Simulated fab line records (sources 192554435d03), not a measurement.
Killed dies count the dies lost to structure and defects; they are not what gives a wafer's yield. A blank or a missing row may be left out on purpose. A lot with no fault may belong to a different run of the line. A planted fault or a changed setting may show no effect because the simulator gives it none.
fab line records	flow n5_finfet
[record] lots = 9	wafers = 27	last_day = 18
route steps=1938 shown STI_FIN_REVEAL@191 DUMMY_GATE@223 BEOL_M4@1111
lots with no fault: from the same line, run without faults
start_h: hours from the record's opening day to when the first of the lot's shown wafers began	wait_h: hours elapsed since this lot's preceding step	" unchanged from the row above	L1.1+2: a single row standing in for several wafers	- no value present, or no start provided	* or withheld: withheld	< > ~ a bound
route shown NAME@n: a module of which the file shows steps, and the number in the route of the first	usual: mean and standard deviation over wafers with no fault	same: alike in all rows	chamber/n: place in a boat	sites: the reading at each site	_std_site: how widely they spread, as a standard deviation	_edge_site: outer sites' mean less inner sites'	radius_mm: for every site, how far away it sits from the centre of the wafer	mask NAME#n: copy n	behind: the tool/chamber that last shaped the wafer	hold: why the lot was held/for how many hours/how that ended	device: names the non-switching transistor (n, p or np)	end of line: tests of these same wafers at the route's end	where a step has no rows: the recipe by itself	killed: dies lost to structure and defects at the first sort, not the wafer's yield	map: the dies of a wafer, with x for killed, . for not killed, _ for no die there
set.NAME: setting as actually run; set.NAME@STEP: the setting as run at that earlier step	model.NAME: the simulator's own value behind a step, which no gauge read
the route's steps for a sample of lots (tables are steps, rows are wafers)
services: when a tool's chamber went out of use (start_h, in hours from the record's first day, below 0 if earlier), for how many hours, and the reason
[[steps]]
[step N5_STI_FIN_REVEAL_STRIP_24]
[recipe] chemistry = N2/H2	time_s = 90	power_w = 100	temp_c = 40	pressure_mtorr = 100	rf_frequency_hz = 6e+07	bias_power_w = 3	n2_flow_sccm = 300	h2_flow_sccm = 300
[usual] drypump_motor_current_A = 5.7/0.48	n2_flow_sccm = 299.9/0.83	oes_product_au = 0.79/0.088	rf_vpp_V = 45.5/0.76	showerhead_plenum_p_Torr = 3.47/0.073	throttle_valve_pct = 12.14/0.22
lot.wafer	tool	chamber	start_h	wait_h	drypump_motor_current_A	n2_flow_sccm	oes_product_au	rf_hours_counter_h	rf_vpp_V	showerhead_plenum_p_Torr	throttle_valve_pct
L963.1	rie_diel-05	0	61.18	0.0	5.5	298.5	0.80	120	45.8	3.54	12.17
L963.2	"	1	"	"	6.1	300.1	0.72	155	44.8	3.51	12.26
L963.4	"	2	"	"	5.9	299.1	0.75	169	44.8	3.49	11.89
L964.1	rie_diel-01	0	65.14	0.0	5.5	298.1	0.70	208	43.9	3.46	12.21
L964.4	"	1	"	"	6.1	301.0	0.81	103	45.8	3.55	12.03
L964.5	"	0	"	"	5.5	299.7	0.70	-	44.7	3.46	12.22
L968.3	rie_diel-04	2	89.71	0.0	5.0	299.1	0.69	242	45.5	3.46	12.75
L968.4	"	1	"	"	5.7	299.6	0.81	97	44.8	3.39	11.91
L968.5	"	1	"	"	5.7	299.5	0.80	-	44.5	3.39	11.91
L970.3	rie_diel-01	2	100.30	0.0	5.9	298.0	0.70	220	44.5	3.48	12.19
L970.5	"	3	"	"	5.7	300.0	0.91	-	44.6	3.44	12.17
L970.6	"	2	"	"	5.9	299.0	0.70	-	45.7	3.48	12.20
L974.1	rie_diel-05	2	123.94	0.0	5.9	300.4	0.74	192	46.3	3.48	11.95
L974.2	"	1	"	"	6.1	299.3	0.70	177	45.4	3.50	12.31
L974.4	"	3	"	"	6.1	298.7	0.73	180	47.0	3.51	12.32
L975.3	rie_diel-05	0	130.37	0.0	5.6	301.0	0.78	146	46.6	3.52	12.25
L975.4	"	1	"	"	6.1	300.2	0.71	180	45.5	3.50	12.33
L975.5	"	3	"	"	6.1	299.2	0.72	-	46.3	3.51	12.32
L976.1	rie_diel-04	0	139.05	0.0	6.7	299.8	0.88	39	46.7	3.55	11.68
L976.3	"	2	"	"	5.0	299.2	0.98	3	45.0	3.46	12.13
L976.6	"	3	"	"	4.9	301.2	0.84	-	45.3	3.28	12.17
L980.3	rie_diel-04	2	161.91	0.0	5.0	299.6	0.95	11	46.3	3.45	12.15
L980.4	"	3	"	"	4.9	298.5	0.83	-	45.1	3.27	12.21
L980.5	"	0	"	"	6.7	300.0	0.88	-	44.9	3.55	11.69
L982.1	rie_diel-04	1	172.02	0.0	5.7	301.6	0.77	119	46.5	3.37	11.99
L982.2	"	0	"	"	6.7	300.1	0.86	55	46.5	3.54	11.69
L982.4	"	2	"	"	4.9	299.5	0.92	17	48.0	3.45	12.17
[step N5_DUMMY_GATE_COAT_35]
[recipe] resist = SiARC	temp_c = 220	time_s = 60	spin_rpm = 1500	resist_thk_nm = 10
[usual] spin_speed_rpm = 1499.9/0.85
lot.wafer	tool	chamber	start_h	wait_h	spin_speed_rpm
L963.1	litho_track-02	0	72.43	-	1500.9
L963.2	"	0	"	"	1501.3
L963.4	"	0	"	"	1499.7
L964.1	litho_track-03	0	77.48	-	1500.3
L964.4	"	0	"	"	1499.9
L964.5	"	0	"	"	1501.2
L968.3	litho_track-02	0	102.75	-	1499.2
L968.4	"	0	"	"	1499.9
L968.5	"	0	"	"	1501.4
L970.3	litho_track-03	0	111.69	-	1501.0
L970.5	"	0	"	"	1500.2
L970.6	"	0	"	"	1500.3
L974.1	litho_track-04	0	138.45	-	1500.3
L974.2	"	0	"	"	1499.6
L974.4	"	0	"	"	1499.1
L975.3	litho_track-03	0	141.59	-	1440.6
L975.4	"	0	"	"	1440.3
L975.5	"	0	"	"	1441.0
L976.1	litho_track-02	0	150.52	-	1499.7
L976.3	"	0	"	"	1499.9
L976.6	"	0	"	"	1499.4
L980.3	litho_track-03	0	177.17	-	1439.2
L980.4	"	0	"	"	1440.3
L980.5	"	0	"	"	1440.6
L982.1	litho_track-04	0	183.50	-	1499.5
L982.2	"	0	"	"	1498.6
L982.4	"	0	"	"	1498.3
[step N5_DUMMY_GATE_OVL_MEAS_16]
[recipe] points_per_wafer = 522
[usual] GATE_OVL = 0.2/0.75
lot.wafer	tool	chamber	start_h	wait_h	GATE_OVL[nm]
L963.1	overlay-01	0	72.74	0.0	-1.2
L963.2	"	0	"	"	-1.0
L963.4	"	0	"	"	-0.3
L964.1	overlay-02	0	77.78	0.0	0.2
L964.4	"	0	"	"	-0.4
L964.5	"	0	"	"	1.0
L968.3	overlay-01	0	103.30	0.0	-0.4
L968.4	"	0	"	"	0.4
L968.5	"	0	"	"	0.0
L970.3	overlay-02	0	112.13	0.0	0.2
L970.5	"	0	"	"	0.4
L970.6	"	0	"	"	0.9
L974.1	overlay-01	0	138.75	0.0	0.3
L974.2	"	0	"	"	0.6
L974.4	"	0	"	"	0.3
L975.3	overlay-02	0	141.90	0.0	0.5
L975.4	"	0	"	"	1.4
L975.5	"	0	"	"	0.2
L976.1	overlay-01	0	150.94	0.0	-0.1
L976.3	"	0	"	"	-0.4
L976.6	"	0	"	"	-1.2
L980.3	overlay-01	0	177.61	0.0	0.2
L980.4	"	0	"	"	-0.5
L980.5	"	0	"	"	-0.1
L982.1	overlay-01	0	183.80	0.0	0.6
L982.2	"	0	"	"	0.1
L982.4	"	0	"	"	0.5
[step N5_DUMMY_GATE_ETCH_29]
[recipe] chemistry = N2/H2	target = underlayer	target_depth_a = 130	ion_energy_ev = 200	pressure_mtorr = 30	source_w = 840	bias_w = 150	n2_flow_sccm = 200	h2_flow_sccm = 200
[usual] drypump_motor_current_A = 5.7/0.35	n2_flow_sccm = 200.0/0.64	oes_product_au = 0.76/0.055	rf_vpp_V = 525.0/2.1	showerhead_plenum_p_Torr = 2.59/0.071	throttle_valve_pct = 17.94/0.16
lot.wafer	tool	chamber	start_h	wait_h	drypump_motor_current_A	n2_flow_sccm	oes_product_au	rf_hours_counter_h	rf_vpp_V	showerhead_plenum_p_Torr	throttle_valve_pct
L963.1	rie_diel-06	3	72.89	0.0	5.7	199.7	0.75	198	527.1	2.65	18.12
L963.2	"	2	"	"	6.1	200.2	0.80	116	525.9	2.66	17.99
L963.4	"	0	"	"	5.4	199.1	0.91	26	525.3	2.60	17.67
L964.1	rie_diel-06	3	77.94	0.0	5.7	199.6	0.74	199	526.1	2.64	18.10
L964.4	"	2	"	"	6.1	199.8	0.79	118	527.0	2.66	17.99
L964.5	"	0	"	"	5.4	200.2	0.90	-	525.4	2.60	17.68
L968.3	rie_diel-03	0	103.44	0.0	5.4	200.0	0.79	118	525.9	2.68	17.92
L968.4	"	3	"	"	5.6	200.4	0.76	169	523.3	2.55	18.08
L968.5	"	2	"	"	5.8	199.3	0.71	-	520.5	2.49	17.94
L970.3	rie_diel-03	1	112.27	0.0	5.5	199.8	0.72	213	523.5	2.50	17.80
L970.5	"	3	"	"	5.5	200.4	0.76	-	523.7	2.55	18.10
L970.6	"	0	"	"	5.4	199.1	0.80	-	528.0	2.67	17.92
L974.1	rie_diel-03	3	138.91	0.0	5.6	200.7	0.75	178	523.7	2.54	18.10
L974.2	"	0	"	"	5.3	200.7	0.78	127	526.4	2.67	17.94
L974.4	"	2	"	"	5.8	200.7	0.70	236	523.5	2.49	17.95
L975.3	rie_diel-02	0	142.05	0.0	6.6	200.3	0.71	206	520.1	2.43	18.12
L975.4	"	1	"	"	6.0	198.9	0.79	130	524.9	2.57	17.57
L975.5	"	0	"	"	6.6	199.1	0.70	-	519.1	2.43	18.15
L976.1	rie_diel-03	0	151.10	0.0	5.3	200.1	0.78	130	526.2	2.67	17.92
L976.3	"	2	"	"	5.8	199.1	0.70	240	523.9	2.49	17.98
L976.6	"	3	"	"	5.6	200.2	0.75	-	522.6	2.54	18.10
L980.3	rie_diel-03	2	177.99	0.0	5.8	199.1	0.69	248	522.9	2.49	17.99
L980.4	"	0	"	"	5.3	200.2	0.76	139	526.5	2.67	17.96
L980.5	"	0	"	"	5.4	200.7	0.77	-	527.9	2.67	17.96
L982.1	rie_diel-03	2	183.96	0.0	5.8	200.5	0.69	250	522.5	2.49	17.99
L982.2	"	0	"	"	5.3	199.8	0.76	140	527.3	2.67	17.96
L982.4	"	3	"	"	5.6	200.7	0.74	192	523.8	2.54	18.12
[step N5_BEOL_M4_RC_MEAS_101]
[usual] DIBL_N = 36.1/1.7	DIBL_P = 35.9/2.1	IOFF_N = 0.154/0.029	IOFF_P = 0.21/0.035	ION_N = 673/10	ION_P = 463/7.5	SS_N = 71.6/0.59	SS_P = 73.2/0.69	VT_N = 250.5/2.9	VT_P = -250/3.2
lot.wafer	tool	chamber	start_h	wait_h	DIBL_N[mV/V]	DIBL_P[mV/V]	IOFF_N[nA/um]	IOFF_P[nA/um]	ION_N[uA/um]	ION_P[uA/um]	SS_N[mV/dec]	SS_P[mV/dec]	VT_N[mV]	VT_P[mV]
L963.1	prober-02	0	206.97	0.0	34.4	34.3	0.115	0.14	653	443	70.9	71.9	253.0	-259
L963.2	"	0	"	"	39.7	39.3	0.204	0.20	664	447	72.2	73.8	248.9	-254
L963.4	"	0	"	"	37.1	37.0	0.149	0.18	666	453	72.0	73.4	252.5	-256
L964.1	prober-02	0	212.08	0.0	35.8	35.7	0.138	0.22	664	461	71.4	72.8	252.6	-250
L964.4	"	0	"	"	36.5	37.4	0.160	0.24	672	469	71.9	73.1	249.0	-248
L964.5	"	0	"	"	36.2	37.3	0.155	0.24	674	466	72.1	72.9	246.5	-247
L968.3	prober-01	0	250.37	0.3	35.9	35.1	0.149	0.18	667	454	72.2	73.1	250.0	-253
L968.4	"	0	"	"	36.2	35.7	0.153	0.19	683	465	71.1	72.3	248.9	-251
L968.5	"	0	"	"	38.0	38.0	0.192	0.23	683	467	71.8	73.2	244.7	-249
L970.3	prober-02	0	255.97	0.3	33.6	33.4	0.137	0.19	669	463	71.1	73.1	251.4	-253
L970.5	"	0	"	"	33.6	33.1	0.119	0.18	661	460	71.2	72.8	252.9	-253
L970.6	"	0	"	"	34.8	33.9	0.134	0.18	667	459	70.8	73.3	253.3	-252
L975.3	prober-02	0	272.77	0.3	37.2	37.7	0.166	0.28	678	480	72.0	73.7	248.9	-243
L975.4	"	0	"	"	34.7	34.4	0.118	0.22	651	462	71.1	72.4	253.9	-247
L975.5	"	0	"	"	36.0	36.1	0.152	0.25	671	471	70.3	73.1	248.7	-244
L976.1	prober-01	0	275.23	0.0	38.0	37.8	0.192	0.24	691	469	72.7	73.1	248.7	-248
L976.3	"	0	"	"	35.1	33.7	0.117	0.17	650	449	71.3	72.9	255.1	-254
L976.6	"	0	"	"	38.2	37.4	0.187	0.22	687	468	72.1	73.4	246.8	-250
L974.1	prober-01	0	279.59	0.0	35.5	36.0	0.133	0.21	670	466	71.0	73.6	254.2	-249
L974.2	"	0	"	"	35.6	37.0	0.142	0.23	665	469	70.6	73.3	249.0	-248
L974.4	"	0	"	"	34.0	34.9	0.113	0.19	665	466	71.3	72.9	253.2	-248
L980.3	prober-02	0	306.34	0.3	36.1	34.5	0.143	0.21	668	466	70.9	72.8	252.3	-247
L980.4	"	0	"	"	36.5	35.5	0.158	0.22	676	468	71.9	72.2	247.6	-249
L980.5	"	0	"	"	35.0	33.4	0.135	0.19	677	474	71.2	72.3	251.1	-250
L982.1	prober-02	0	322.26	0.1	36.6	33.7	0.141	0.17	670	458	71.2	73.6	252.5	-254
L982.2	"	0	"	"	36.2	33.5	0.131	0.17	669	457	70.7	72.3	253.5	-254
L982.4	"	0	"	"	38.7	37.3	0.171	0.21	675	456	71.6	73.7	247.2	-250
[[services]]
tool	chamber	start_h	hours	kind
litho_track-04	-	50.01	-	consumable_replace:filter
rie_diel-03	2	51.47	3.0	repair
rie_diel-03	0	60.76	2.5	repair
rie_diel-03	-	70.55	0.5	repair
rie_diel-03	-	75.57	0.7	repair
rie_diel-01	2	92.18	1.8	repair
rie_diel-02	-	93.02	4.3	pm
rie_diel-05	1	94.47	6.9	repair
rie_diel-04	2	110.55	-	clean
rie_diel-04	2	110.55	-	consumable_replace:focus_ring
rie_diel-04	2	110.55	21.2	scheduled_down
rie_diel-04	2	110.55	21.2	vent_cycle
rie_diel-04	-	119.05	14.6	pm
rie_diel-01	-	122.14	14.6	pm
rie_diel-06	3	122.88	4.4	repair
rie_diel-05	3	143.24	5.5	repair
rie_diel-05	-	156.81	0.4	repair
rie_diel-04	1	158.29	13.6	repair
rie_diel-01	1	172.75	9.3	repair
[[key]]
[first_sign] step = N5_DUMMY_GATE_COAT_35	reading = spin_speed_rpm	direction = down	sigmas = 70	usual = *	struck = *
effect none on later readings
met_at N5_DUMMY_GATE_COAT_35
struck_lots L975,L980
not_acting_at N5_STI_FIN_REVEAL_STRIP_24,N5_DUMMY_GATE_OVL_MEAS_16,N5_DUMMY_GATE_ETCH_29
onset_between 111.69 141.59
[fault] kind = process_parameter_drift	tool = litho_track-03	chamber = -	onset_h = 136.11	steps = N5_DUMMY_GATE_COAT_35	channel = spin_rpm	offset = *	shape = step	end_h = 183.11	acts_in = *	stated = *
